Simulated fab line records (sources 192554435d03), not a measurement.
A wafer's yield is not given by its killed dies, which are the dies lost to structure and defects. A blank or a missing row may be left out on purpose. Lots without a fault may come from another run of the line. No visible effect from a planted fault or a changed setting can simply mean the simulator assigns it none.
fab line records	flow n5Finfet
record lots=24	wafers=72	lastDay=18
route steps=1938 shown BEOL_M4@1108 BEOL_M5@1113
lots that met no fault: taken from a fault-free run of the same line
startH: the number of hours between the record's first day and the start of the first shown wafer of the lot	waitH: how many hours have passed since the lot's step before this one	" repeats the value in the row above	L1.1+2: a single row standing in for several wafers	- either no value or no given start	* or withheld: withheld	< > ~ a bound
route shown NAME@n: names a module that has steps shown in the file, with the first one's number in the route	usual: mean and standard deviation over wafers with no fault	same: alike in all rows	chamber/n: place in a boat	sites: per-site readings	_std_site: the values' standard deviation	_edge_site: mean of outer sites minus mean of inner sites	radiusMm: how far each site lies from the wafer's centre	mask NAME#n: copy n	behind: the tool/chamber that last shaped the wafer	hold: why the lot was held/for how many hours/how that ended	device: names the non-switching transistor (n, p or np)	end of line: the tests these same wafers got at the end of their route	a step without rows: its recipe alone	killed: at the first sort, the dies lost to defects and structure; wafer yield is something else	map: shows each die of a wafer: x if killed, . if not, _ if none is there
set.NAME: the setting as run; set.NAME@STEP: as run at that earlier step	model.NAME: the simulator's own value behind a step, which no gauge read
a sample of lots followed through the steps of the route, with each step as a table and each wafer as a row
services: a tool's chamber out of use, with start hour (startH, from the record's first day; less than 0 if before it), hours out, and reason
## steps
# step N5_BEOL_M4_DEP_57
# recipe material=SiCN	targetThkA=80	tempC=withheld	precursor=3MS/NH3	pressureTorr=3	rfW=202	timeS=14
# usual showerheadPlenumPTorr=3.670/0.0095	throttleValvePct=8.8/0.5
lot.wafer	tool	chamber	startH	waitH	showerheadPlenumPTorr	throttleValvePct
L074.3	pecvd-04	0	161.00	0.0	3.678	9.9
L074.5	"	2	"	"	3.675	9.1
L074.6	"	0	"	"	3.673	9.9
L076.1	pecvd-02	0	174.54	0.0	3.671	8.8
L076.4	"	0	"	"	3.671	8.9
L076.6	"	1	"	"	3.677	8.3
L075.2	pecvd-02	1	177.10	0.0	3.677	8.9
L075.5	"	0	"	"	3.671	8.6
L075.6	"	1	"	"	3.678	8.7
L077.2	pecvd-03	2	179.48	0.0	3.678	8.6
L077.3	"	1	"	"	3.657	8.9
L077.4	"	2	"	"	3.671	8.5
L078.3	pecvd-02	0	189.81	0.0	3.666	8.8
L078.4	"	2	"	"	3.664	8.3
L078.6	"	1	"	"	3.676	8.8
L079.1	pecvd-02	1	195.58	0.0	3.680	8.4
L079.4	"	0	"	"	3.674	8.7
L079.6	"	1	"	"	3.679	8.3
L081.2	pecvd-02	2	200.55	0.0	3.667	8.0
L081.4	"	2	"	"	3.673	8.3
L081.6	"	1	"	"	3.676	8.8
L080.1	pecvd-02	1	203.03	0.0	3.671	8.7
L080.2	"	0	"	"	3.679	9.0
L080.3	"	2	"	"	3.667	8.3
L082.2	pecvd-03	0	207.21	0.0	3.680	9.3
L082.3	"	0	"	"	3.684	9.3
L082.6	"	1	"	"	3.652	9.0
L083.1	pecvd-04	1	219.32	0.0	3.666	9.6
L083.3	"	2	"	"	3.672	9.1
L083.6	"	1	"	"	3.657	9.5
L084.1	pecvd-02	2	219.50	0.0	3.670	8.3
L084.2	"	1	"	"	3.689	8.7
L084.5	"	2	"	"	3.661	8.4
L085.4	pecvd-02	1	231.10	0.0	3.688	8.3
L085.5	"	0	"	"	3.668	8.8
L085.6	"	2	"	"	3.663	8.5
L086.2	pecvd-04	1	235.78	0.0	3.651	9.5
L086.4	"	1	"	"	3.661	9.7
L086.6	"	2	"	"	3.667	9.2
L088.1	pecvd-03	2	243.77	0.0	3.667	8.3
L088.2	"	1	"	"	3.654	8.7
L088.3	"	0	"	"	3.691	9.4
L087.1	pecvd-04	0	246.45	0.0	3.672	9.8
L087.2	"	1	"	"	3.663	9.5
L087.3	"	2	"	"	3.674	9.4
L089.1	pecvd-03	2	250.85	0.0	3.671	8.1
L089.3	"	0	"	"	3.681	9.2
L089.4	"	2	"	"	3.670	8.2
L091.3	pecvd-03	0	270.88	0.0	3.688	9.5
L091.4	"	0	"	"	3.681	9.3
L091.6	"	2	"	"	3.678	7.8
L090.2	pecvd-02	0	279.12	0.0	3.673	9.4
L090.3	"	1	"	"	3.680	8.4
L090.5	"	0	"	"	3.667	8.8
L093.1	pecvd-04	2	279.31	0.0	3.675	8.9
L093.4	"	2	"	"	3.673	8.7
L093.6	"	2	"	"	3.669	8.8
L092.2	pecvd-03	2	290.19	0.0	3.678	8.0
L092.4	"	1	"	"	3.661	9.0
L092.6	"	1	"	"	3.649	8.8
L094.1	pecvd-03	1	297.35	0.0	3.659	9.0
L094.2	"	2	"	"	3.681	8.5
L094.3	"	1	"	"	3.662	8.8
L095.3	pecvd-02	2	299.89	0.0	3.669	8.4
L095.5	"	2	"	"	3.668	8.6
L095.6	"	0	"	"	3.671	9.1
L096.2	pecvd-02	1	303.97	0.0	3.672	8.6
L096.3	"	2	"	"	3.658	8.3
L096.5	"	0	"	"	3.668	9.1
L097.2	pecvd-02	1	313.39	0.0	3.681	8.3
L097.4	"	2	"	"	3.658	8.6
L097.5	"	0	"	"	3.672	9.0
# step N5_BEOL_M5_CURE_79
# recipe tempC=385	timeS=240	ambient=He/Ar	material=SiCOH_lowk
# usual lampPowerPct=52.32/0.056	wafer_temp_C_max=386.6/0.62
lot.wafer	tool	chamber	startH	waitH	lampPowerPct	wafer_temp_C_max
L074.3	uvCure-02	0	162.31	0.2	52.26	387.0
L074.5	"	0	"	"	52.23	386.7
L074.6	"	0	"	"	52.29	386.9
L076.1	uvCure-01	0	175.68	0.0	52.29	386.6
L076.4	"	0	"	"	52.35	385.9
L076.6	"	0	"	"	52.34	386.0
L075.2	uvCure-01	0	178.33	0.1	52.28	386.4
L075.5	"	0	"	"	52.27	386.1
L075.6	"	0	"	"	52.31	386.4
L077.2	uvCure-02	1	180.70	0.1	52.37	385.9
L077.3	"	1	"	"	52.20	386.3
L077.4	"	1	"	"	52.31	386.3
L078.3	uvCure-03	2	191.11	0.2	52.26	386.6
L078.4	"	2	"	"	52.39	387.0
L078.6	"	2	"	"	52.38	387.2
L079.1	uvCure-03	2	196.77	0.0	52.31	386.7
L079.4	"	2	"	"	52.32	386.8
L079.6	"	2	"	"	52.31	386.7
L081.2	uvCure-02	1	201.77	0.1	52.34	385.8
L081.4	"	1	"	"	52.36	385.9
L081.6	"	1	"	"	52.34	385.6
L080.1	uvCure-02	0	204.45	0.0	52.33	386.3
L080.2	"	0	"	"	52.43	386.9
L080.3	"	0	"	"	52.26	386.1
L082.2	uvCure-02	2	208.44	0.1	52.35	387.0
L082.3	"	2	"	"	52.36	386.5
L082.6	"	2	"	"	52.27	386.4
L083.1	uvCure-01	1	220.67	0.0	52.26	386.2
L083.3	"	1	"	"	52.33	386.2
L083.6	"	1	"	"	52.31	386.4
L084.1	uvCure-01	1	221.62	0.1	52.35	385.5
L084.2	"	1	"	"	52.31	386.3
L084.5	"	1	"	"	52.34	386.3
L085.4	uvCure-02	0	232.70	0.5	52.24	385.8
L085.5	"	0	"	"	52.41	386.3
L085.6	"	0	"	"	52.27	385.9
L086.2	uvCure-02	0	237.08	0.2	52.38	386.7
L086.4	"	0	"	"	52.31	386.8
L086.6	"	0	"	"	52.45	387.6
L088.1	uvCure-02	2	244.91	0.0	52.32	387.0
L088.2	"	2	"	"	52.28	386.6
L088.3	"	2	"	"	52.38	387.2
L087.1	uvCure-03	0	247.59	0.0	52.36	386.8
L087.2	"	0	"	"	52.28	386.1
L087.3	"	0	"	"	52.25	386.4
L089.1	uvCure-02	0	251.99	0.0	52.34	387.6
L089.3	"	0	"	"	52.28	386.8
L089.4	"	0	"	"	52.30	387.3
L091.3	uvCure-02	1	272.38	0.4	52.28	386.0
L091.4	"	1	"	"	52.30	386.2
L091.6	"	1	"	"	52.37	386.1
L090.2	uvCure-02	0	280.34	0.1	52.28	386.7
L090.3	"	0	"	"	52.34	387.2
L090.5	"	0	"	"	52.27	387.4
L093.1	uvCure-03	0	280.47	0.0	52.37	386.1
L093.4	"	0	"	"	52.33	386.3
L093.6	"	0	"	"	52.35	386.2
L092.2	uvCure-02	2	291.44	0.1	52.26	388.2
L092.4	"	2	"	"	52.28	387.4
L092.6	"	2	"	"	52.35	387.1
L094.1	uvCure-02	1	298.54	0.1	52.26	385.8
L094.2	"	1	"	"	52.31	385.7
L094.3	"	1	"	"	52.25	386.3
L095.3	uvCure-03	2	301.20	0.2	52.35	387.5
L095.5	"	2	"	"	52.41	387.7
L095.6	"	2	"	"	52.33	387.2
L096.2	uvCure-01	0	305.47	0.1	52.27	386.1
L096.3	"	0	"	"	52.32	386.3
L096.5	"	0	"	"	52.41	386.5
L097.2	uvCure-03	1	314.61	0.1	52.44	388.3
L097.4	"	1	"	"	52.40	388.8
L097.5	"	1	"	"	52.33	387.3
# step N5_BEOL_M5_PECVD_70
# recipe material=SiO2	targetThkA=160	tempC=400	precursor=TEOS/O2	pressureTorr=5.5	rfW=450	teosFlowSccm=53.8	gas=O2	flowSccm=3000	timeS=18
# usual heaterPowerW=748/120	showerheadPlenumPTorr=8.81/0.041	throttleValvePct=21.7/0.82
lot.wafer	tool	chamber	startH	waitH	heaterPowerW	showerheadPlenumPTorr	throttleValvePct
L074.3	pecvd-01	1	162.70	0.0	831	8.81	23.3
L074.5	"	2	"	"	704	8.80	21.0
L074.6	"	1	"	"	851	8.83	23.2
L076.1	pecvd-03	0	176.23	0.0	740	8.86	22.3
L076.4	"	0	"	"	747	8.87	22.6
L076.6	"	1	"	"	729	8.72	22.1
L075.2	pecvd-03	1	178.80	0.0	646	8.76	21.9
L075.5	"	1	"	"	635	8.74	21.9
L075.6	"	2	"	"	846	8.85	21.2
L077.2	pecvd-03	2	181.17	0.0	797	8.84	21.0
L077.3	"	1	"	"	731	8.74	21.8
L077.4	"	0	"	"	733	8.83	22.6
L078.3	pecvd-03	1	191.50	0.0	735	8.74	21.7
L078.4	"	2	"	"	791	8.86	21.4
L078.6	"	0	"	"	727	8.89	22.6
L079.1	pecvd-01	2	197.32	0.0	560	8.81	21.2
L079.4	"	0	"	"	938	8.76	21.4
L079.6	"	2	"	"	581	8.79	21.0
L081.2	pecvd-02	2	202.24	0.0	821	8.78	20.5
L081.4	"	0	"	"	778	8.79	21.7
L081.6	"	1	"	"	491	8.88	21.3
L080.1	pecvd-01	2	205.00	0.0	637	8.81	20.8
L080.2	"	0	"	"	820	8.79	21.7
L080.3	"	1	"	"	775	8.82	23.3
L082.2	pecvd-02	1	208.91	0.0	510	8.84	21.0
L082.3	"	2	"	"	830	8.79	20.5
L082.6	"	0	"	"	797	8.82	21.8
L083.1	pecvd-03	1	221.22	0.0	723	8.73	22.0
L083.3	"	1	"	"	710	8.74	22.0
L083.6	"	0	"	"	740	8.89	22.6
L084.1	pecvd-02	2	222.17	0.0	886	8.80	20.3
L084.2	"	1	"	"	495	8.86	21.2
L084.5	"	1	"	"	492	8.86	21.4
L085.4	pecvd-01	1	233.27	0.1	785	8.84	23.2
L085.5	"	2	"	"	597	8.83	21.2
L085.6	"	0	"	"	960	8.77	21.5
L086.2	pecvd-02	1	237.95	0.0	503	8.86	21.3
L086.4	"	1	"	"	491	8.86	21.1
L086.6	"	2	"	"	826	8.78	20.7
L088.1	pecvd-02	2	245.46	0.0	826	8.79	20.5
L088.2	"	1	"	"	555	8.85	21.4
L088.3	"	0	"	"	894	8.80	21.8
L087.1	pecvd-01	1	248.14	0.0	711	8.84	23.1
L087.2	"	2	"	"	702	8.81	21.2
L087.3	"	0	"	"	996	8.77	21.3
L089.1	pecvd-02	2	252.54	0.0	795	8.79	20.6
L089.3	"	0	"	"	819	8.80	22.2
L089.4	"	1	"	"	510	8.83	21.0
L091.3	pecvd-03	0	272.77	0.0	653	8.88	22.8
L091.4	"	2	"	"	793	8.87	20.3
L091.6	"	0	"	"	652	8.88	23.0
L090.2	pecvd-03	0	280.81	0.0	642	8.87	23.2
L090.3	"	2	"	"	776	8.84	20.3
L090.5	"	0	"	"	646	8.85	23.0
L093.1	pecvd-01	1	281.02	0.0	690	8.86	23.1
L093.4	"	1	"	"	686	8.83	23.2
L093.6	"	2	"	"	676	8.84	21.2
L092.2	pecvd-02	0	291.91	0.0	824	8.80	21.9
L092.4	"	2	"	"	777	8.77	20.8
L092.6	"	1	"	"	538	8.81	21.4
L094.1	pecvd-02	0	299.09	0.0	823	8.80	22.3
L094.2	"	2	"	"	844	8.80	21.0
L094.3	"	0	"	"	835	8.79	22.1
L095.3	pecvd-01	1	301.59	0.0	866	8.82	23.2
L095.5	"	1	"	"	868	8.82	23.1
L095.6	"	2	"	"	653	8.81	21.4
L096.2	pecvd-02	1	305.95	0.0	569	8.84	21.3
L096.3	"	2	"	"	835	8.79	20.7
L096.5	"	1	"	"	555	8.84	21.3
L097.2	pecvd-03	1	315.08	0.0	603	8.75	21.9
L097.4	"	1	"	"	609	8.74	21.8
L097.5	"	2	"	"	771	8.84	20.4
# step N5_BEOL_M5_CD_MEAS_11
# recipe targetCdNm=27.74	landingEnergyEv=500	detector=seInlens
# usual cdNm=28.0/0.3
lot.wafer	tool	chamber	startH	waitH	cdNm
L074.3	cdSem-02	0	163.81	-	27.4
L074.5	"	0	"	"	27.7
L074.6	"	0	"	"	27.0
L076.1	cdSem-01	0	176.84	-	27.9
L076.4	"	0	"	"	28.0
L076.6	"	0	"	"	28.1
L075.2	cdSem-03	0	179.68	-	27.9
L075.5	"	0	"	"	28.1
L075.6	"	0	"	"	28.1
L077.2	cdSem-01	0	182.36	-	27.6
L077.3	"	0	"	"	28.5
L077.4	"	0	"	"	28.2
L078.3	cdSem-01	0	192.09	-	27.8
L078.4	"	0	"	"	27.5
L078.6	"	0	"	"	28.0
L079.1	cdSem-02	0	198.40	-	27.7
L079.4	"	0	"	"	27.4
L079.6	"	0	"	"	27.5
L081.2	cdSem-03	0	203.48	-	28.1
L081.4	"	0	"	"	27.7
L081.6	"	0	"	"	28.4
L080.1	cdSem-02	0	207.39	-	28.0
L080.2	"	0	"	"	27.7
L080.3	"	0	"	"	27.8
L082.2	cdSem-03	0	217.17	-	28.0
L082.3	"	0	"	"	28.2
L082.6	"	0	"	"	27.9
L083.1	cdSem-03	0	224.17	-	28.0
L083.3	"	0	"	"	27.9
L083.6	"	0	"	"	28.2
L084.1	cdSem-03	0	224.21	-	28.2
L084.2	"	0	"	"	28.6
L084.5	"	0	"	"	28.2
L085.4	cdSem-02	0	233.83	-	27.9
L085.5	"	0	"	"	27.6
L085.6	"	0	"	"	27.6
L086.2	cdSem-02	0	239.06	-	27.9
L086.4	"	0	"	"	28.1
L086.6	"	0	"	"	27.7
L088.1	cdSem-03	0	247.08	-	28.6
L088.2	"	0	"	"	28.1
L088.3	"	0	"	"	28.0
L087.1	cdSem-02	0	250.46	-	27.8
L087.2	"	0	"	"	27.8
L087.3	"	0	"	"	28.3
L089.1	cdSem-01	0	256.61	-	28.2
L089.3	"	0	"	"	28.0
L089.4	"	0	"	"	28.0
L091.3	cdSem-01	0	273.34	-	28.1
L091.4	"	0	"	"	28.1
L091.6	"	0	"	"	28.5
L090.2	cdSem-03	0	282.47	-	28.5
L090.3	"	0	"	"	28.2
L090.5	"	0	"	"	27.8
L093.1	cdSem-01	0	282.51	-	28.1
L093.4	"	0	"	"	27.8
L093.6	"	0	"	"	27.5
L092.2	cdSem-03	0	293.36	-	28.1
L092.4	"	0	"	"	28.1
L092.6	"	0	"	"	28.2
L094.1	cdSem-01	0	300.63	-	27.9
L094.2	"	0	"	"	28.2
L094.3	"	0	"	"	28.2
L095.3	cdSem-03	0	303.41	-	28.1
L095.5	"	0	"	"	28.0
L095.6	"	0	"	"	28.2
L096.2	cdSem-01	0	306.62	-	28.4
L096.3	"	0	"	"	27.6
L096.5	"	0	"	"	27.6
L097.2	cdSem-03	0	315.53	-	27.6
L097.4	"	0	"	"	27.9
L097.5	"	0	"	"	27.9
# step N5_BEOL_M5_ETCH_61
# recipe chemistry=CF4	target=SiARC	targetDepthA=156	maskMaterial=CAR-EUV	timeS=26	ionEnergyEv=80	pressureMtorr=40	sourceW=545	biasW=36	Ar_flow_sccm=100	cf4FlowSccm=100	ends=cleared
# usual drypumpMotorCurrentA=5.9/0.46	etchRfOnTimeS=26.0/0.81	oesProductAu=0.66/0.073	rfVppV=183.9/1.3	showerheadPlenumPTorr=2.13/0.087	throttleValvePct=15.68/0.27
lot.wafer	tool	chamber	startH	waitH	drypumpMotorCurrentA	etchRfOnTimeS	oesProductAu	rfHoursCounterH	rfVppV	showerheadPlenumPTorr	throttleValvePct
L074.3	rieDiel-06	2	164.07	0.0	5.7	25.8	0.60	241	183.7	2.10	16.12
L074.5	"	1	"	"	6.5	26.9	0.74	-	185.9	2.26	15.46
L074.6	"	0	"	"	6.5	25.1	0.65	-	182.8	2.04	15.33
L076.1	rieDiel-06	1	177.02	0.0	6.5	26.7	0.73	33	184.9	2.26	15.48
L076.4	"	2	"	"	5.6	25.7	0.60	244	184.6	2.10	16.12
L076.6	"	2	"	"	5.6	25.7	0.60	-	185.1	2.10	16.12
L075.2	rieDiel-06	3	179.91	0.0	5.9	25.0	0.67	125	182.1	1.99	15.34
L075.5	"	2	"	"	5.6	25.9	0.59	-	183.0	2.10	16.13
L075.6	"	1	"	"	6.5	27.0	0.74	-	184.2	2.26	15.47
L077.2	rieDiel-03	3	182.55	0.0	5.8	25.3	0.68	111	183.5	2.07	15.27
L077.3	"	1	"	"	6.8	26.3	0.59	197	183.3	2.05	15.97
L077.4	"	2	"	"	6.2	27.3	0.58	201	184.4	2.23	15.94
L078.3	rieDiel-03	1	192.45	0.0	6.8	26.0	0.59	201	183.6	2.05	15.97
L078.4	"	0	"	"	5.7	26.5	0.63	159	184.2	2.22	15.93
L078.6	"	3	"	"	5.8	25.2	0.68	-	183.3	2.07	15.29
L079.1	rieDiel-01	1	198.72	0.0	5.5	25.7	0.84	2	184.4	2.19	15.58
L079.4	"	0	"	"	5.5	27.1	0.59	228	183.2	2.13	15.98
L079.6	"	1	"	"	5.5	25.7	0.83	-	183.9	2.19	15.57
L081.2	rieDiel-01	0	204.01	0.0	5.5	26.4	0.59	231	184.9	2.13	15.97
L081.4	"	2	"	"	5.4	26.7	0.61	192	184.4	2.21	15.72
L081.6	"	3	"	"	5.4	25.6	0.65	-	183.2	2.16	16.03
L080.1	rieDiel-06	3	207.57	0.0	5.9	25.3	0.66	134	182.1	1.99	15.35
L080.2	"	0	"	"	6.5	25.4	0.64	192	183.0	2.04	15.37
L080.3	"	1	"	"	6.5	26.8	0.73	42	186.5	2.26	15.47
L082.2	rieDiel-01	2	217.35	0.0	5.4	26.9	0.60	197	184.1	2.20	15.74
L082.3	"	0	"	"	5.5	26.6	0.59	235	184.0	2.13	15.97
L082.6	"	1	"	"	5.5	25.6	0.81	-	184.9	2.19	15.56
L083.1	rieDiel-01	2	224.34	0.0	5.4	27.1	0.60	199	184.3	2.20	15.73
L083.3	"	0	"	"	5.5	26.9	0.58	237	184.8	2.13	16.00
L083.6	"	1	"	"	5.5	25.9	0.81	-	184.2	2.19	15.58
L084.1	rieDiel-01	2	224.57	0.0	5.4	27.2	0.60	199	184.4	2.20	15.74
L084.2	"	0	"	"	5.5	26.7	0.59	237	182.5	2.13	15.98
L084.5	"	2	"	"	5.4	27.2	0.60	-	185.8	2.20	15.74
L085.4	rieDiel-01	3	234.01	0.0	5.4	26.1	0.64	152	184.0	2.16	16.03
L085.5	"	0	"	"	5.5	26.7	0.58	-	183.8	2.13	15.98
L085.6	"	3	"	"	5.4	25.7	0.64	-	184.8	2.16	16.05
L086.2	rieDiel-06	0	239.23	0.0	6.5	25.1	0.64	202	183.1	2.04	15.36
L086.4	"	2	"	"	5.6	24.9	0.83	4	182.6	2.10	15.64
L086.6	"	0	"	"	6.5	25.3	0.63	-	181.1	2.04	15.37
L088.1	rieDiel-03	1	247.32	0.0	6.8	25.4	0.59	219	182.0	2.04	16.00
L088.2	"	0	"	"	5.7	26.2	0.63	177	185.1	2.21	15.95
L088.3	"	3	"	"	5.9	24.9	0.65	134	183.2	2.06	15.32
L087.1	rieDiel-06	2	250.65	0.0	5.6	25.1	0.82	7	183.1	2.10	15.65
L087.2	"	0	"	"	6.5	25.2	0.64	205	182.2	2.04	15.36
L087.3	"	1	"	"	6.5	26.9	0.71	54	187.2	2.25	15.52
L089.1	rieDiel-01	2	256.86	0.0	5.4	26.8	0.60	209	184.7	2.20	15.76
L089.3	"	3	"	"	5.4	25.5	0.64	158	183.5	2.16	16.05
L089.4	"	1	"	"	5.5	25.6	0.77	20	184.1	2.19	15.58
L091.3	rieDiel-06	3	273.51	0.0	5.9	24.9	0.65	153	183.0	1.98	15.38
L091.4	"	1	"	"	6.5	26.3	0.71	61	185.2	2.25	15.53
L091.6	"	0	"	"	6.5	24.6	0.64	-	182.3	2.03	15.39
L090.2	rieDiel-01	3	282.72	0.0	5.4	25.8	0.64	168	182.9	2.15	16.08
L090.3	"	2	"	"	5.4	26.4	0.60	218	184.7	2.20	15.78
L090.5	"	3	"	"	5.4	25.7	0.64	-	184.4	2.15	16.08
L093.1	rieDiel-01	2	282.94	0.0	5.4	26.4	0.60	218	184.2	2.20	15.77
L093.4	"	1	"	"	5.5	25.4	0.77	-	185.5	2.18	15.59
L093.6	"	3	"	"	5.4	25.8	0.63	-	183.5	2.15	16.07
L092.2	rieDiel-06	0	293.54	0.0	6.5	24.9	0.63	218	182.9	2.03	15.40
L092.4	"	1	"	"	6.5	26.8	0.70	66	186.6	2.25	15.54
L092.6	"	0	"	"	6.5	24.9	0.63	-	183.6	2.03	15.41
L094.1	rieDiel-06	3	300.81	0.0	5.9	25.2	0.64	162	182.3	1.98	15.40
L094.2	"	2	"	"	5.6	25.3	0.78	20	183.9	2.09	15.70
L094.3	"	1	"	"	6.5	26.6	0.70	68	185.5	2.25	15.56
L095.3	rieDiel-03	1	303.58	0.0	6.8	26.1	0.57	234	181.1	2.04	16.02
L095.5	"	2	"	"	6.2	27.3	0.55	-	186.2	2.21	16.02
L095.6	"	1	"	"	6.7	26.0	0.58	-	184.3	2.04	16.03
L096.2	rieDiel-06	3	306.79	0.0	5.9	25.1	0.64	164	180.8	1.98	15.42
L096.3	"	1	"	"	6.5	26.6	0.70	70	184.8	2.25	15.54
L096.5	"	3	"	"	5.9	25.1	0.64	-	181.4	1.98	15.41
L097.2	rieDiel-03	2	315.70	0.0	6.2	27.7	0.55	241	184.7	2.21	16.03
L097.4	"	1	"	"	6.8	26.1	0.57	238	183.4	2.04	16.05
L097.5	"	3	"	"	5.8	25.4	0.64	-	182.5	2.06	15.35
# step N5_BEOL_M5_OVL_MEAS_29
# recipe pointsPerWafer=522
# usual V4_OVL=-0.4/0.66
# same pointsPerWafer=522
lot.wafer	tool	chamber	startH	waitH	V4_OVL[nm]
L074.3	overlay-02	0	167.29	0.0	-0.3
L074.5	"	0	"	"	0.8
L074.6	"	0	"	"	-0.2
L076.1	overlay-02	0	178.25	0.0	-0.2
L076.4	"	0	"	"	-1.3
L076.6	"	0	"	"	-0.6
L075.2	overlay-02	0	180.63	0.0	-0.7
L075.5	"	0	"	"	0.5
L075.6	"	0	"	"	0.4
L077.2	overlay-01	0	184.94	0.0	0.4
L077.3	"	0	"	"	-0.2
L077.4	"	0	"	"	0.6
L078.3	overlay-02	0	193.32	0.0	-0.5
L078.4	"	0	"	"	-0.8
L078.6	"	0	"	"	-0.5
L079.1	overlay-02	0	200.00	0.0	-0.8
L079.4	"	0	"	"	-1.6
L079.6	"	0	"	"	-0.3
L081.2	overlay-01	0	206.09	0.1	0.1
L081.4	"	0	"	"	-0.8
L081.6	"	0	"	"	0.0
L080.1	overlay-02	0	210.03	0.0	-1.2
L080.2	"	0	"	"	-0.4
L080.3	"	0	"	"	-1.1
L082.2	overlay-02	0	218.07	0.0	-0.4
L082.3	"	0	"	"	-1.6
L082.6	"	0	"	"	0.6
L083.1	overlay-02	0	225.26	0.0	-0.9
L083.3	"	0	"	"	-0.8
L083.6	"	0	"	"	-0.9
L084.1	overlay-01	0	225.32	0.0	0.5
L084.2	"	0	"	"	-0.7
L084.5	"	0	"	"	0.2
L085.4	overlay-02	0	234.75	0.0	-0.4
L085.5	"	0	"	"	-0.4
L085.6	"	0	"	"	-0.9
L086.2	overlay-02	0	239.97	0.0	-0.1
L086.4	"	0	"	"	0.1
L086.6	"	0	"	"	-0.6
L088.1	overlay-02	0	249.25	0.0	-1.2
L088.2	"	0	"	"	-1.0
L088.3	"	0	"	"	-0.2
L087.1	overlay-02	0	251.92	0.1	-0.4
L087.2	"	0	"	"	-1.7
L087.3	"	0	"	"	-0.8
L089.1	overlay-01	0	257.79	0.0	0.2
L089.3	"	0	"	"	-0.3
L089.4	"	0	"	"	-0.7
L091.3	overlay-01	0	274.86	0.0	0.5
L091.4	"	0	"	"	0.6
L091.6	"	0	"	"	-0.2
L093.1	overlay-02	0	284.91	0.0	-0.3
L093.4	"	0	"	"	0.1
L093.6	"	0	"	"	-0.2
L090.2	overlay-01	0	285.09	0.0	-0.4
L090.3	"	0	"	"	-0.3
L090.5	"	0	"	"	-0.8
L092.2	overlay-01	0	295.64	0.0	-1.0
L092.4	"	0	"	"	-1.0
L092.6	"	0	"	"	-0.3
L094.1	overlay-02	0	302.32	0.0	0.3
L094.2	"	0	"	"	-0.1
L094.3	"	0	"	"	0.4
L095.3	overlay-01	0	305.15	0.0	-1.3
L095.5	"	0	"	"	-1.5
L095.6	"	0	"	"	-1.4
L096.2	overlay-01	0	307.76	0.0	-0.4
L096.3	"	0	"	"	-0.4
L096.5	"	0	"	"	-0.4
L097.2	overlay-01	0	316.55	0.0	-0.4
L097.4	"	0	"	"	-1.2
L097.5	"	0	"	"	-0.4
## services
tool	chamber	startH	hours	kind
pecvd-02	1	139.84	2.1	scheduledDown
rieDiel-03	2	140.26	5.8	repair
pecvd-03	0	147.79	2.1	scheduledDown
rieDiel-06	1	154.34	5.2	repair
pecvd-03	-	161.84	1.6	repair
uvCure-02	-	181.11	2.1	pm
uvCure-02	-	187.43	5.1	repair
rieDiel-06	-	199.41	3.9	repair
uvCure-01	-	201.01	7.5	pm
rieDiel-01	3	207.40	19.4	repair
uvCure-03	-	217.24	7.5	pm
pecvd-01	-	238.21	2.8	pm
pecvd-02	-	240.84	1.9	repair
uvCure-02	-	241.18	2.8	pm
uvCure-01	-	241.66	2.1	pm
pecvd-01	-	243.67	0.6	repair
uvCure-01	-	261.58	15.1	repair
pecvd-03	0	283.70	23.4	repair
pecvd-04	-	285.18	6.0	pm
pecvd-02	2	289.50	2.1	scheduledDown
rieDiel-01	1	293.98	4.3	repair
pecvd-02	1	294.98	5.5	scheduledDown
uvCure-01	-	296.75	2.6	repair
rieDiel-03	-	297.78	2.8	pm
## key
fault none
